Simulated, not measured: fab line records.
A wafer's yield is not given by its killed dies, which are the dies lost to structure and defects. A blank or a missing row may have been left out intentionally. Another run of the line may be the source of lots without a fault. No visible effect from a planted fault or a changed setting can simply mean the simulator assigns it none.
Matching of chambers    flow nand-harc    NHARC_P_M2_PRE_CLEAN_32 on pecvd-02 has 3 sister chambers
The step time 12 s. 3 wafers are shown with their chamber, then 7 later ones without.

== EACH WAFER AND ITS CHAMBER ==
wafer   chamber  heater-power-w (W)
L397.3  1        676
L397.6  2        563
L399.5  0        561

== WAFERS WHOSE CHAMBER IS MISSING ==
wafer   heater-power-w (W)
L399.6  542
L400.1  610
L400.2  522
L400.4  593
L401.2  544
L401.3  609
L401.4  583

== EACH ONE'S CHAMBER ==
wafer   from the rows above           in truth
L399.6  can't be placed: 0 or 2       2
L400.1  can't be placed: 2 or 0 or 1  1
L400.2  can't be placed: 0 or 2       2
L400.4  can't be placed: 2 or 0 or 1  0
L401.2  can't be placed: 0 or 2       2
L401.3  can't be placed: 2 or 0 or 1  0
L401.4  can't be placed: 2 or 0       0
Placed correctly: 0 of 7. Not placeable from these rows: 7 (in 7, the candidates include the true chamber). Number placed wrongly: 0.
How it was worked out, from the rows above alone: a wafer's distance from a chamber is the root of the sum, over the readings, of the square of ((its reading less the chamber's mean) divided by the reading's scatter). If the next closest chamber is less than 2 further off than the closest, the wafer can't be placed; otherwise it belongs to the closest. A chamber's mean is the mean of its shown wafers. The scatter (one wafer shown for each chamber): square how far every hidden wafer sits from the nearest shown wafer, average those squares and take the square root.
